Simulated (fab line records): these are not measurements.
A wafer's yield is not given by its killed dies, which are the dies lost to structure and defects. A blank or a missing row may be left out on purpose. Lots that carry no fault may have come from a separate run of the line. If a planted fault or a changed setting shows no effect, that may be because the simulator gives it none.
Chamber matching / flow n5_finfet / 4 sister chambers for N5_DUMMY_REMOVAL_STRIP_10 on rie_diel-05
The step strips in N2/H2, time 40 s. 4 wafers are shown with their chamber, then 9 later ones without.

WAFERS PAIRED WITH THEIR CHAMBERS
wafer=L080.1; chamber=2; drypump_motor_current_A (A)=6.1
wafer=L084.5; chamber=0; drypump_motor_current_A (A)=6.2
wafer=L091.1; chamber=1; drypump_motor_current_A (A)=5.2
wafer=L091.6; chamber=3; drypump_motor_current_A (A)=5.6

WAFERS WITHOUT THEIR CHAMBER
wafer=L093.3; drypump_motor_current_A (A)=6.2
wafer=L093.4; drypump_motor_current_A (A)=5.6
wafer=L093.6; drypump_motor_current_A (A)=5.2
wafer=L095.2; drypump_motor_current_A (A)=5.2
wafer=L095.3; drypump_motor_current_A (A)=5.6
wafer=L095.6; drypump_motor_current_A (A)=5.5
wafer=L097.1; drypump_motor_current_A (A)=6.1
wafer=L097.4; drypump_motor_current_A (A)=5.6
wafer=L097.6; drypump_motor_current_A (A)=6.2

THE CHAMBER EACH PASSED THROUGH
wafer=L093.3; from the rows above=0; in truth=0
wafer=L093.4; from the rows above=3; in truth=3
wafer=L093.6; from the rows above=1; in truth=1
wafer=L095.2; from the rows above=1; in truth=1
wafer=L095.3; from the rows above=3; in truth=3
wafer=L095.6; from the rows above=3; in truth=3
wafer=L097.1; from the rows above=2; in truth=2
wafer=L097.4; from the rows above=3; in truth=3
wafer=L097.6; from the rows above=0; in truth=0
Correctly placed: 9 of 9. Left unplaced by these rows: 0. 0 placed wrongly.
How it was worked out, from the rows above alone: a wafer's distance from a chamber is the root of the sum, over the readings, of the square of ((its reading less the chamber's mean) divided by the reading's scatter). The wafer belongs to the nearest chamber; if the next one is less than 2 further off, it can't be placed. For every chamber, the mean is computed from those of its wafers that are shown. The scatter: with one shown wafer a chamber, the root of the mean of the squares of how far each hidden wafer lies from its nearest shown one.
